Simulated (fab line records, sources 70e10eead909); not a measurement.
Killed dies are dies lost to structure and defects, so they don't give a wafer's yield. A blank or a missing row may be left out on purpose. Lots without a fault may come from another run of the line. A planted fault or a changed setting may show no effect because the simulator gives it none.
fab line records | flow nand_harc
record lots=10 wafers=30 last_day=24
route steps=1159 shown A_BONDPAD@1075 THIN_TSV@1152 END@1159
lots that met no fault: from a run of the same line without faults
start_h: hours from the record's first day to the start of the lot's first wafer shown | wait_h: hours since the lot's step before | " the same as in the row above | L1.1+2: a row that stands for several wafers | - no value, or no start given | * or withheld: withheld | < > ~ a bound
route shown NAME@n: a module of which the file shows steps, and the number in the route of the first | usual: mean/standard deviation of fault-free wafers | same: alike in all rows | chamber/n: place in a boat | sites: the reading at each site | _std_site: their standard deviation | _edge_site: outer sites' mean less inner sites' | radius_mm: how far each site lies from the wafer's centre | mask NAME#n: copy n | behind: the tool/chamber that last shaped the wafer | hold: why the lot was held/for how many hours/how that ended | device: the transistor (n, p or np) that didn't switch | end of line: the same wafers' tests at the end of the route | a step without rows: its recipe alone | killed: dies lost to structure and defects at the first sort, not the wafer's yield | map: a wafer's dies, x killed, . not, _ none there
set.NAME: the setting as run; set.NAME@STEP: as run at that earlier step | model.NAME: the simulator's own value behind a step, which no gauge read
steps of the route over a sample of lots; a table a step, a row a wafer
services: from which hour (start_h, from the record's first day; less than 0 if before it) a tool's chamber was out of use, for how many hours, and why
## steps
# step NHARC_A_BONDPAD_DESCUM_11
# recipe time_s=3 o2_flow_sccm=200 ar_flow_sccm=0 bias_power_w=0 chemistry=O2
# usual drypump_motor_current_A=5.7/0.39 o2_flow_sccm=200.0/0.59 oes_product_au=0.999/0.0095 rf_vpp_V=57.8/0.97 showerhead_plenum_p_Torr=1.91/0.08 throttle_valve_pct=11.311/0.0083
# columns lot.wafer tool chamber start_h wait_h drypump_motor_current_A o2_flow_sccm oes_product_au rf_hours_counter_h rf_vpp_V showerhead_plenum_p_Torr throttle_valve_pct
L640.4 rie_diel-03 3 425.68 - 5.9 199.7 0.984 1 56.2 2.00 11.321
L640.6 " 1 " " 5.0 199.4 0.983 - 57.0 1.97 11.304
L640.5 " 2 " " 6.1 199.5 1.003 - 57.6 1.85 11.318
L643.2 rie_diel-03 2 432.24 - 6.1 199.4 1.002 2 56.1 1.85 11.319
L643.1 " 3 " " 5.9 199.0 0.981 2 56.6 2.00 11.300
L643.4 " 0 " " 5.7 200.1 0.989 2 56.2 1.80 11.307
L642.3 rie_diel-03 3 437.00 - 5.9 201.1 0.986 2 59.0 2.00 11.324
L642.5 " 3 " " 5.9 200.1 0.993 - 57.5 2.00 11.310
L642.6 " 0 " " 5.7 200.3 0.991 - 56.7 1.80 11.296
L641.1 rie_diel-07 3 437.83 - 6.2 200.2 1.013 4 55.0 1.81 11.329
L641.5 " 3 " " 6.2 200.8 0.996 - 58.0 1.81 11.308
L641.6 " 0 " " 5.6 200.0 1.000 - 59.3 1.95 11.315
L647.4 rie_diel-03 3 454.41 - 5.9 199.4 0.983 3 58.0 2.00 11.307
L647.1 " 0 " " 5.7 199.6 1.002 3 57.0 1.80 11.302
L647.2 " 2 " " 6.1 199.4 1.014 3 57.4 1.85 11.329
L646.3 rie_diel-03 3 467.76 - 5.9 199.4 0.988 3 57.9 2.00 11.327
L646.5 " 2 " " 6.1 200.9 0.997 - 57.8 1.85 11.317
L646.6 " 3 " " 5.9 199.0 0.991 - 59.1 2.00 11.308
L653.1 rie_diel-03 0 481.37 - 5.7 200.0 0.992 4 58.0 1.80 11.315
L653.5 " 3 " " 5.9 200.5 0.986 - 59.1 2.00 11.302
L653.6 " 0 " " 5.7 200.4 0.993 - 56.4 1.80 11.299
L655.4 rie_diel-03 1 483.59 - 5.1 200.8 1.010 4 58.3 1.97 11.308
L655.5 " 2 " " 6.1 199.2 1.011 - 55.9 1.85 11.308
L655.6 " 3 " " 5.9 199.9 0.989 - 58.3 2.00 11.306
L662.1 rie_diel-03 1 530.41 - 5.0 200.7 0.992 5 58.2 1.96 11.301
L662.2 " 2 " " 6.1 199.1 0.995 6 56.2 1.85 11.325
L662.6 " 1 " " 5.1 200.8 0.989 - 58.0 1.96 11.299
L660.1 rie_diel-07 0 537.01 - 5.6 200.3 1.017 22 58.6 1.95 11.307
L660.2 " 2 " " 6.2 199.3 1.002 23 56.9 1.96 11.310
L660.4 " 3 " " 6.2 199.4 1.021 22 57.3 1.81 11.316
# step NHARC_A_BONDPAD_ETCH_34
# recipe target_depth_a=600 overetch_a=180 time_s=65.91 ion_energy_ev=200 n2_flow_sccm=150 h2_flow_sccm=150 ar_flow_sccm=0 rf_w=400 bias_w=150 chemistry=N2/H2
# usual drypump_motor_current_A=5.7/0.41 oes_product_au=0.998/0.008 rf_vpp_V=430.4/2.5 run_length_s=87.1/0.35 showerhead_plenum_p_Torr=2.04/0.087 throttle_valve_pct=14.171/0.01
# columns lot.wafer tool chamber start_h wait_h drypump_motor_current_A oes_product_au rf_hours_counter_h rf_vpp_V run_length_s showerhead_plenum_p_Torr throttle_valve_pct
L640.4 rie_diel-03 0 425.75 0.1 5.7 0.992 1 427.1 86.9 1.92 14.163
L640.5 " 3 " " 5.9 0.986 - 432.3 86.7 2.13 14.157
L640.6 " 0 " " 5.7 1.002 - 426.2 87.0 1.92 14.162
L643.1 rie_diel-03 2 432.33 0.1 6.1 1.008 2 428.5 87.6 1.97 14.168
L643.4 " 3 " " 5.9 0.996 2 432.2 87.4 2.14 14.165
L643.2 " 0 " " 5.7 0.986 2 427.4 86.8 1.92 14.190
L642.3 rie_diel-03 1 437.09 0.1 5.0 0.990 2 432.1 86.9 2.10 14.171
L642.6 " 0 " " 5.7 0.993 - 426.8 87.1 1.92 14.167
L642.5 " 1 " " 5.0 0.986 - 434.8 87.0 2.10 14.148
L641.1 rie_diel-07 1 437.92 0.1 5.9 0.988 5 433.0 87.8 2.14 14.177
L641.6 " 0 " " 5.7 0.999 - 433.2 86.4 2.08 14.163
L641.5 " 1 " " 5.9 1.005 - 434.2 87.2 2.14 14.189
L647.2 rie_diel-03 3 454.51 0.1 5.9 0.991 3 432.8 86.8 2.13 14.186
L647.4 " 0 " " 5.7 1.008 3 426.1 87.2 1.92 14.171
L647.1 " 1 " " 5.0 0.997 2 432.6 86.8 2.10 14.190
L646.3 rie_diel-03 3 467.86 0.1 5.9 0.994 3 432.5 87.1 2.13 14.181
L646.5 " 0 " " 5.7 0.982 - 426.1 87.2 1.92 14.173
L646.6 " 1 " " 5.0 0.997 - 432.5 86.8 2.10 14.168
L653.1 rie_diel-03 3 481.46 0.1 5.9 0.990 4 433.0 86.7 2.13 14.155
L653.6 " 1 " " 5.0 1.002 - 431.3 86.8 2.10 14.162
L653.5 " 2 " " 6.1 0.998 - 427.6 87.6 1.97 14.155
L655.4 rie_diel-03 2 483.65 0.1 6.2 1.003 4 428.3 87.9 1.97 14.168
L655.6 " 2 " " 6.1 1.000 - 428.6 87.5 1.97 14.179
L655.5 " 3 " " 5.9 0.998 - 433.8 86.8 2.13 14.173
L662.2 rie_diel-03 2 530.51 0.1 6.1 0.995 6 428.8 87.4 1.97 14.162
L662.1 " 3 " " 5.9 0.989 6 433.4 86.8 2.13 14.180
L662.6 " 1 " " 5.0 0.998 - 429.3 86.6 2.10 14.160
L660.4 rie_diel-07 1 537.09 0.1 5.9 1.006 24 433.3 87.4 2.13 14.165
L660.1 " 2 " " 6.2 1.003 23 431.2 87.4 2.10 14.187
L660.2 " 3 " " 6.2 1.022 22 426.8 87.4 1.92 14.164
# step NHARC_A_BONDPAD_ETCH_24
# recipe target_depth_a=300 over_etch_frac=0.3 time_s=72.99 ion_energy_ev=150 cf4_flow_sccm=50 n2_flow_sccm=100 ar_flow_sccm=150 rf_w=300 bias_w=100 chemistry=CF4/N2
# usual drypump_motor_current_A=5.8/0.38 oes_product_au=0.999/0.0087 rf_vpp_V=314.3/2.1 run_length_s=94.2/0.38 showerhead_plenum_p_Torr=2.63/0.11 throttle_valve_pct=19.793/0.0089
# columns lot.wafer tool chamber start_h wait_h drypump_motor_current_A oes_product_au rf_hours_counter_h rf_vpp_V run_length_s showerhead_plenum_p_Torr throttle_valve_pct
L640.4 rie_diel-03 2 - - 6.1 1.003 1 312.2 95.0 2.54 19.799
L640.5 " 3 " " 5.9 0.993 - 317.2 94.0 2.74 19.789
L640.6 " 0 " " 5.7 0.982 - 311.0 94.1 2.48 19.788
L643.1 rie_diel-03 0 - - 5.7 0.989 2 311.0 94.1 2.48 19.779
L643.2 " 2 " " 6.1 1.013 2 312.8 95.2 2.54 19.808
L643.4 " 3 " " 5.9 0.994 2 317.7 94.0 2.74 19.797
L642.3 rie_diel-03 2 - - 6.1 1.002 2 312.3 94.5 2.54 19.787
L642.6 " 3 " " 5.9 0.985 - 314.9 94.0 2.74 19.780
L642.5 " 0 " " 5.7 0.991 - 312.6 94.1 2.48 19.790
L641.1 rie_diel-03 0 - - 5.7 0.984 2 312.8 93.9 2.48 19.777
L641.5 " 2 " " 6.2 1.002 - 311.5 94.8 2.54 19.802
L641.6 " 3 " " 5.9 0.985 - 316.6 94.3 2.74 19.789
L647.2 rie_diel-03 0 - - 5.7 0.985 3 310.0 93.9 2.48 19.788
L647.1 " 2 " " 6.1 1.006 3 312.0 94.4 2.54 19.779
L647.4 " 3 " " 5.9 0.990 3 315.5 94.1 2.74 19.793
L646.3 rie_diel-06 1 468.34 0.2 6.0 0.996 16 317.5 95.0 2.80 19.800
L646.6 " 1 " " 6.0 0.999 - 318.4 94.7 2.80 19.787
L646.5 " 0 " " 6.4 0.979 - 313.0 94.7 2.56 19.792
L653.1 rie_diel-03 0 - - 5.7 0.996 4 311.9 94.1 2.48 19.793
L653.5 " 0 " " 5.7 0.994 - 311.4 94.0 2.48 19.803
L653.6 " 1 " " 5.1 1.000 - 315.5 94.0 2.69 19.787
L655.4 rie_diel-07 2 - - 6.2 1.004 15 316.0 94.4 2.70 19.783
L655.5 " 0 " " 5.6 0.994 - 316.5 93.4 2.68 19.797
L655.6 " 1 " " 5.9 1.004 - 314.9 94.4 2.74 19.788
L662.2 rie_diel-03 3 - - 5.9 0.985 6 315.4 94.1 2.74 19.790
L662.1 " 0 " " 5.7 1.003 6 313.1 94.4 2.48 19.793
L662.6 " 0 " " 5.7 1.000 - 310.9 94.1 2.48 19.798
L660.2 rie_diel-07 1 - - 5.9 1.013 24 315.9 94.1 2.73 19.789
L660.1 " 2 " " 6.2 1.003 24 315.0 94.9 2.69 19.800
L660.4 " 3 " " 6.2 1.017 22 309.5 94.2 2.49 19.799
# step NHARC_THIN_TSV_ETCH_36
# recipe target_depth_a=650 over_etch_frac=0.3 time_s=18.571 ion_energy_ev=150 chemistry=Cl2/BCl3
# usual drypump_motor_current_A=5.6/0.37 oes_product_au=0.999/0.011 run_length_s=39.9/0.36
# columns lot.wafer tool chamber start_h wait_h drypump_motor_current_A oes_product_au rf_hours_counter_h run_length_s
L640.4 rie_metal-02 0 448.51 0.1 5.0 1.017 - 40.5
L640.6 " 1 " " 5.6 0.984 - 39.6
L640.5 " 0 " " 5.0 1.009 - 40.2
L642.3 rie_metal-02 0 455.15 0.1 5.0 1.014 - 40.6
L642.6 " 1 " " 5.6 0.993 - 40.2
L642.5 " 0 " " 5.0 1.013 - 40.6
L643.1 rie_metal-01 0 456.24 0.2 6.2 1.010 3.2 39.4
L643.2 " 1 " " 5.7 1.002 3.2 39.8
L643.4 " 1 " " 5.7 1.006 - 39.5
L641.1 rie_metal-02 0 461.35 0.2 5.0 1.017 1.9 41.0
L641.5 " 1 " " 5.6 0.987 - 39.9
L641.6 " 0 " " 5.0 1.021 - 40.3
L647.2 rie_metal-03 1 478.29 0.2 5.5 0.994 0.5 40.2
L647.1 " 0 " " 5.9 0.980 0.5 39.6
L647.4 " 1 " " 5.5 1.001 - 40.0
L646.3 rie_metal-02 0 491.10 0.1 5.0 1.010 - 40.2
L646.5 " 0 " " 5.0 1.007 - 40.5
L646.6 " 1 " " 5.6 0.993 - 39.6
L653.1 rie_metal-02 0 503.01 0.2 5.0 1.004 3.0 40.4
L653.5 " 0 " " 5.0 1.007 - 40.2
L653.6 " 1 " " 5.6 0.992 - 39.6
L655.4 rie_metal-01 1 504.40 0.2 5.7 1.001 - 39.5
L655.6 " 0 " " 6.2 1.002 - 39.9
L655.5 " 1 " " 5.7 0.988 - 39.5
L662.1 rie_metal-02 0 552.19 0.2 5.0 1.008 4.1 40.3
L662.2 " 1 " " 5.6 0.993 4.7 40.4
L662.6 " 1 " " 5.6 1.001 - 35.5
L660.2 rie_metal-02 1 559.47 0.2 5.6 0.998 4.9 40.0
L660.1 " 0 " " 5.0 1.001 4.3 40.4
L660.4 " 1 " " 5.6 1.000 - 35.3
# step NHARC_END_SORT_01
# recipe temp_c=25
# usual defect_limited_yield=95.4/1.5 killed_at_array=28/10 killed_at_other=0.5/0.82 killed_at_periphery=3.4/2.2 killed_dies=31/10 killed_open=3.4/1.9 killed_short=1.9/1.3 sort_bin_2_pct=1.5/0.6 sort_bin_3_pct=0.29/0.24 sort_bin_4_pct=2.9/0.97 sort_n_pass=646/10 sort_rim_yield_pct=94.7/3 sort_yield_pct=95.4/1.5
# same gross_dies=677 sort_bin_5_pct[%]=0 sort_bin_6_pct[%]=0 sort_bin_7_pct[%]=0 sort_bin_8_pct[%]=0 sort_rim_n_gross=106.00
# columns lot.wafer tool chamber start_h wait_h defect_limited_yield[%] killed_at_array killed_at_other killed_at_periphery killed_dies killed_open killed_short sort_bin_2_pct[%] sort_bin_3_pct[%] sort_bin_4_pct[%] sort_n_pass sort_rim_yield_pct[%] sort_yield_pct[%]
L653.1 prober-01 0 515.40 2.5 96.9 17 0 4 21 3 1 0.7 0 2.4 656 97.2 96.9
L653.5 prober-01 0 518.63 3.7 94.7 31 0 5 36 0 2 1.8 0.44 3.1 641 96.2 94.7
L653.6 prober-01 0 519.44 4.0 95.7 24 1 4 29 4 2 1.3 0 3.0 648 90.6 95.7
# killed by level:class
L653.1 A_SLIT:chamber_film_flake=8 A_CONTACT:chamber_film_flake=3 A_CHANNEL_HOLE_D1:chamber_film_flake=2 A_STAIRCASE:chamber_film_flake=2 P_M0:geometric_particle:open=1 P_M2:geometric_particle:short=1 A_ONON_D1:geometric_particle:open=1 A_CHANNEL_HOLE_D1:geometric_particle:open=1
L653.5 A_SLIT:chamber_film_flake=18 P_CONTACT:chamber_film_flake=4 A_CHANNEL_HOLE_D1:chamber_film_flake=4 A_STAIRCASE:chamber_film_flake=4 A_CONTACT:chamber_film_flake=3 A_CHANNEL_FILL_D1:geometric_particle:short=1 A_SGD_CUT:geometric_particle:short=1 P_STI:chamber_film_flake=1
L653.6 A_STAIRCASE:chamber_film_flake=6 A_SLIT:chamber_film_flake=6 A_CHANNEL_HOLE_D1:chamber_film_flake=5 P_CONTACT:chamber_film_flake=3 A_M0:geometric_particle:open=2 A_CONTACT:chamber_film_flake=2 A_ONON_D1:geometric_particle:open=1 A_SGD_CUT:geometric_particle:short=1
## services
# columns tool chamber start_h hours kind
rie_diel-03 0 401.82 - clean
rie_diel-03 1 401.82 - clean
rie_diel-03 2 401.82 - clean
rie_diel-03 3 401.82 - clean
rie_diel-07 - 405.20 9.0 pm
rie_diel-06 - 418.43 9.0 pm
rie_diel-03 0 426.32 - clean
rie_diel-03 1 426.32 - clean
rie_diel-03 2 426.32 - clean
rie_diel-03 3 426.32 - clean
rie_diel-07 0 439.06 1.8 repair
rie_diel-03 0 450.82 - clean
rie_diel-03 1 450.82 - clean
rie_diel-03 2 450.82 - clean
rie_diel-03 3 450.82 - clean
rie_metal-03 - 453.00 9.0 pm
rie_diel-06 2 464.28 9.1 repair
rie_diel-03 0 475.32 - clean
rie_diel-03 1 475.32 - clean
rie_diel-03 2 475.32 - clean
rie_diel-07 2 495.11 1.8 repair
rie_metal-01 - 509.11 9.0 pm
rie_metal-02 0 538.95 5.8 repair
rie_diel-03 1 546.30 6.5 repair
## key
first_sign step=NHARC_THIN_TSV_ETCH_36 reading=run_length_s direction=down sigmas=13 usual=* struck=*
effect none on later readings
met_at NHARC_THIN_TSV_ETCH_36
struck_lots L660,L662
struck_wafers L660.4,L662.6
not_acting_at NHARC_A_BONDPAD_DESCUM_11,NHARC_A_BONDPAD_ETCH_34,NHARC_A_BONDPAD_ETCH_24
onset_between 503.01 552.19
fault kind=process_parameter_drift tool=rie_metal-02 chamber=- onset_h=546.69 steps=NHARC_THIN_TSV_ETCH_36 channel=time_s offset=* shape=step end_h=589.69 scope=struck_wafers_only acts_in=* stated=*
